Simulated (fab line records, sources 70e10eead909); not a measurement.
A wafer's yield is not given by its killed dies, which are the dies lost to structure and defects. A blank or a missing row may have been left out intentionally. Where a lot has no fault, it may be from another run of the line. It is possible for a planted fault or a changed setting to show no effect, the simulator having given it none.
Chamber matching || flow nand harc || NHARC_A_M0_DESCUM_14 on rie diel-13 has 4 sister chambers
The step chemistry O2, time 3 s. 14 wafers are shown with their chamber, then 7 later ones without.

## EACH WAFER AND ITS CHAMBER
{"wafer": "L697.4", "chamber": 2, "drypump motor current A (A)": 5.2, "oes product au (a.u.)": 1.003, "throttle valve pct (%)": 11.314}
{"wafer": "L697.5", "chamber": 3, "drypump motor current A (A)": 5.3, "oes product au (a.u.)": 0.997, "throttle valve pct (%)": 11.330}
{"wafer": "L697.6", "chamber": 2, "drypump motor current A (A)": 5.1, "oes product au (a.u.)": 1.008, "throttle valve pct (%)": 11.305}
{"wafer": "L698.3", "chamber": 3, "drypump motor current A (A)": 5.3, "oes product au (a.u.)": 0.988, "throttle valve pct (%)": 11.322}
{"wafer": "L698.4", "chamber": 0, "drypump motor current A (A)": 6.4, "oes product au (a.u.)": 0.996, "throttle valve pct (%)": 11.317}
{"wafer": "L698.5", "chamber": 3, "drypump motor current A (A)": 5.3, "oes product au (a.u.)": 0.996, "throttle valve pct (%)": 11.312}
{"wafer": "L700.3", "chamber": 2, "drypump motor current A (A)": 5.1, "oes product au (a.u.)": 0.995, "throttle valve pct (%)": 11.306}
{"wafer": "L700.5", "chamber": 0, "drypump motor current A (A)": 6.4, "oes product au (a.u.)": 0.980, "throttle valve pct (%)": 11.310}
{"wafer": "L700.6", "chamber": 3, "drypump motor current A (A)": 5.3, "oes product au (a.u.)": 0.993, "throttle valve pct (%)": 11.312}
{"wafer": "L699.1", "chamber": 0, "drypump motor current A (A)": 6.4, "oes product au (a.u.)": 0.993, "throttle valve pct (%)": 11.328}
{"wafer": "L699.3", "chamber": 1, "drypump motor current A (A)": 5.8, "oes product au (a.u.)": 0.994, "throttle valve pct (%)": 11.311}
{"wafer": "L699.5", "chamber": 3, "drypump motor current A (A)": 5.3, "oes product au (a.u.)": 1.000, "throttle valve pct (%)": 11.326}
{"wafer": "L704.1", "chamber": 2, "drypump motor current A (A)": 5.1, "oes product au (a.u.)": 1.001, "throttle valve pct (%)": 11.333}
{"wafer": "L704.3", "chamber": 1, "drypump motor current A (A)": 5.7, "oes product au (a.u.)": 0.998, "throttle valve pct (%)": 11.309}

SIGNATURES, as means of the wafers listed above
{"reading": "drypump motor current A", "chamber 0": 6.400, "chamber 1": 5.750, "chamber 2": 5.125, "chamber 3": 5.300, "scatter within a chamber": 0.0354}
{"reading": "oes product au", "chamber 0": 0.98967, "chamber 1": 0.99600, "chamber 2": 1.00175, "chamber 3": 0.99480, "scatter within a chamber": 0.00568}
{"reading": "throttle valve pct", "chamber 0": 11.31833, "chamber 1": 11.31000, "chamber 2": 11.31450, "chamber 3": 11.32040, "scatter within a chamber": 0.00969}
Rule: a wafer's distance from a chamber is the root of the sum, over the readings, of the square of ((its reading less the chamber's mean) divided by the reading's scatter). The wafer belongs to the nearest chamber; if the next one is less than 2 further off, it can't be placed. How the scatter is found: for the shown wafers, subtract from each reading the mean of its chamber, square and add these, divide the total by (wafers less chambers), then take the root.

## WAFERS WITH NO CHAMBER GIVEN
{"wafer": "L704.5", "drypump motor current A (A)": 5.1, "oes product au (a.u.)": 0.997, "throttle valve pct (%)": 11.314}
{"wafer": "L714.1", "drypump motor current A (A)": 5.8, "oes product au (a.u.)": 0.980, "throttle valve pct (%)": 11.315}
{"wafer": "L714.2", "drypump motor current A (A)": 5.2, "oes product au (a.u.)": 0.992, "throttle valve pct (%)": 11.308}
{"wafer": "L714.3", "drypump motor current A (A)": 5.3, "oes product au (a.u.)": 0.995, "throttle valve pct (%)": 11.318}
{"wafer": "L716.3", "drypump motor current A (A)": 5.3, "oes product au (a.u.)": 0.997, "throttle valve pct (%)": 11.315}
{"wafer": "L716.5", "drypump motor current A (A)": 5.8, "oes product au (a.u.)": 0.991, "throttle valve pct (%)": 11.321}
{"wafer": "L716.6", "drypump motor current A (A)": 5.2, "oes product au (a.u.)": 0.990, "throttle valve pct (%)": 11.295}

## THE CHAMBER EACH PASSED THROUGH
{"wafer": "L704.5", "from the rows above": 2, "in truth": 2}
{"wafer": "L714.1", "from the rows above": 1, "in truth": 1}
{"wafer": "L714.2", "from the rows above": "can't be placed: 2 or 3", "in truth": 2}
{"wafer": "L714.3", "from the rows above": 3, "in truth": 3}
{"wafer": "L716.3", "from the rows above": 3, "in truth": 3}
{"wafer": "L716.5", "from the rows above": 1, "in truth": 1}
{"wafer": "L716.6", "from the rows above": "can't be placed: 2 or 3", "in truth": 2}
Correctly placed: 5 of 7. These rows do not allow placing 2 (true chamber among the candidates in 2). 0 placed wrongly.
